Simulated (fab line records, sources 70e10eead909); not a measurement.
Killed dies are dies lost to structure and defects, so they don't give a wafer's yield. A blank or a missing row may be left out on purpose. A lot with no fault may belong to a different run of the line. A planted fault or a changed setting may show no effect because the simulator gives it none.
2 desks, one fault	flow nand-harc	numbers are kept per desk, each desk with only its own; the story behind them comes last

== FROM THE METROLOGY DESK ==
Means of the sampled wafers that have a number, per lot and without regard to the tool the lot ran on: this is what the gauges read. If a lot's mean is further than 4 standard deviations from the usual mean, the lot is out of limits and carries the mark OUT (the distance appears in the brackets).
Columns: A = overlay-x-nm at NHARC_HYBRID_BOND_OVL_MEAS_05, usual 2 nm; B = overlay-y-nm at NHARC_HYBRID_BOND_OVL_MEAS_05, usual -3 nm; C = thk-nm at NHARC_THIN_TSV_THK_MEAS_02, usual 3015 nm
lot	first seen here	A	B	C
L197	day 19 01:16	32	-27	3067
L199	day 19 01:16	-12	-5	2907
L198	day 19 10:49	16	22	3293
L201	day 19 10:49	-17	1	3226
L204	day 20 07:22	32	-15	2890
L206	day 20 18:38	-25	21	3051
L207	day 20 18:38	-2	33	3115
L214	day 23 00:48	-17	10	3016
L215	day 23 00:49	12	-16	3121
L216	day 23 00:49	21	-11	3050
L217	day 23 00:49	5	-28	2988
L218	day 23 09:37	21	-21	3016
L219	day 23 19:33	25	0	2873
L220	day 24 01:51	23	-5	3158
Result from this desk: across the 14 lots, nothing is out of limits.

== TOOL OWNER'S DESK, rie-metal-02 ==
The tool's own readings at NHARC_THIN_TSV_ETCH_59 (etches the open film in Cl2/BCl3, target depth 880 nm, time 138.1 s): means of the sampled wafers that have a number, for each lot that ran on this tool. If a lot's mean is further than 4 standard deviations from the usual mean, the lot is out of limits and carries the mark OUT (the distance appears in the brackets).
Columns: A = drypump-motor-current-A at NHARC_THIN_TSV_ETCH_59, usual 5.4 A; B = oes-product-au at NHARC_THIN_TSV_ETCH_59, usual 1.000 a.u.; C = run-length-s at NHARC_THIN_TSV_ETCH_59, usual 159.6 s; D = throttle-valve-pct at NHARC_THIN_TSV_ETCH_59, usual 22.265 %
lot	first seen here	A	B	C	D
L197	day 19 12:43	5.0	0.999	159.3	22.273
L201	day 19 19:37	4.9	0.998	160.0	22.262
L204	day 20 16:20	5.0	0.999	151.5 (-13) OUT	22.268
L206	day 21 03:33	5.0	0.997	151.3 (-13) OUT	22.264
L214	day 23 10:50	4.9	0.998	159.1	22.261
L215	day 23 12:05	5.0	1.007	159.4	22.260
L218	day 23 19:26	4.9	1.012	159.3	22.268
L220	day 24 10:55	4.9	1.006	159.1	22.269
This desk's verdict: out of limits on L204, L206, starting with L204 at day 20 16:20 (run-length-s at NHARC_THIN_TSV_ETCH_59). In limits: L197, L201, L214, L215, L218, L220.

== ALL TOGETHER ==
The tool owner's desk had the chance to raise an alarm at day 20 16:20 on L204, L206.
At the metrology desk, nothing out of limits was observed.
The metrology desk holds a record of L204, L206, inside its limits.
All the named lots went through NHARC_THIN_TSV_ETCH_59 on rie-metal-02.

== WHAT THE SIMULATOR PUT IN ==
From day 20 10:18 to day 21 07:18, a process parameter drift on rie-metal-02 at NHARC_THIN_TSV_ETCH_59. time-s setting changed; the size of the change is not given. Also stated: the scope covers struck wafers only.
Lots struck among those shown: L204, L206.
Hours from the fault's start to each desk's first reading out of limits: the tool owner's desk, 6.
